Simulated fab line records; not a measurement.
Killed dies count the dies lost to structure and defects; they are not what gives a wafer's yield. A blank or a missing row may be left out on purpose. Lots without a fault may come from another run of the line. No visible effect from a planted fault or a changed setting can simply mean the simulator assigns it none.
Split-lot study | flow n5Finfet | 21 wafers read from 7 lots, route of 1938 steps

== ON THE SPLIT ==
At N5_BEOL_M7_TRENCH_ETCH_37 (etches SiCOH lowk in C4F6/O2, target depth 93.478 nm, time 31.2 s), the setting sourceW was moved away from the recipe's 345 W on 9 of the 21 wafers read, by -16.6% to +17.4%. The other wafers ran this setting at the recipe's value.

Reading taken at the split's own step.

== THE READING ==
rfVppV, in V, at N5_BEOL_M7_TRENCH_ETCH_37 (etches SiCOH lowk in C4F6/O2, target depth 93.478 nm, time 31.2 s). Typical for fault-free wafers on this fab line: 666 V, with standard deviation 16 V.

wafer  | tool, chamber at the split | sourceW as run, W | against the recipe | rfVppV, V | against lot-mates on the recipe
L076.3 | rieDiel-06, 0              | 345               | recipe             | 670       | -
L076.4 | rieDiel-06, 2              | 379               | +9.9%              | 644       | -12
L076.5 | rieDiel-06, 1              | 345               | recipe             | 642       | -
L077.1 | rieDiel-03, 3              | 345               | recipe             | 658       | -
L077.3 | rieDiel-03, 0              | 345               | recipe             | 687       | -
L077.4 | rieDiel-03, 2              | 345               | recipe             | 669       | -
L078.1 | rieDiel-03, 3              | 307.6             | -10.8%             | 695       | +40
L078.4 | rieDiel-03, 0              | 307.6             | -10.8%             | 730       | +75
L078.6 | rieDiel-03, 3              | 345               | recipe             | 655       | -
L079.1 | rieDiel-01, 0              | 287.6             | -16.6%             | 717       | +67
L079.2 | rieDiel-01, 3              | 287.6             | -16.6%             | 716       | +66
L079.3 | rieDiel-01, 2              | 345               | recipe             | 650       | -
L083.3 | rieDiel-03, 1              | 345               | recipe             | 658       | -
L083.5 | rieDiel-03, 1              | 345               | recipe             | 657       | -
L083.6 | rieDiel-03, 2              | 294.7             | -14.6%             | 724       | +66
L085.1 | rieDiel-03, 2              | 345               | recipe             | 668       | -
L085.3 | rieDiel-03, 0              | 345               | recipe             | 688       | -
L085.4 | rieDiel-03, 1              | 405.1             | +17.4%             | 605       | -73
L092.2 | rieDiel-06, 0              | 367.4             | +6.5%              | 649       | -53
L092.4 | rieDiel-06, 2              | 367.4             | +6.5%              | 654       | -48
L092.5 | rieDiel-06, 3              | 345               | recipe             | 702       | -

THE FIT
A straight line over all 21 wafers: rfVppV changes by -3.31 V for each +1% of sourceW; r = -0.88; the points scatter about the line by 15 V.
The same after taking each lot's own level away (the mean of its wafers on the recipe; 21 wafers): -4.36 V for each +1%; r = -0.94; scatter 14 V.
The reading moves by 76 V for the largest change in sourceW, on that fit.
The span of the lots' own levels, 650.0 to 702.0 V, comes to 3.2 times the standard deviation stated above.
So the slope is not independent of the lot-to-lot level: the two fits are not the same.
Check: for one of the wafers moved furthest among these (+17.4%), held out of the fit, the line's prediction against its lot-mates is -77 V. Against them it came out at -73 V.
Tool readings at the split's step, against how far the setting was moved: rfVppV r = -0.88.

== FURTHER SPLITS ON THESE WAFERS ==
Other splits were also applied to these wafers ahead of the reading. Each is held against what the fit with the lots' levels taken away leaves over:
other split on the same wafers | wafers away from the commonest value | r with rfVppV (lot level and that fit taken away)
N5_BEOL_M7_DESCUM_33 timeS     | 6                                    | -0.12
N5_BEOL_M7_VIA_ETCH_34 sourceW | 9                                    | +0.01

== THE FILE'S OWN FIT ==
rfVppV changes by -4.2 V for each +1% of sourceW, r = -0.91.
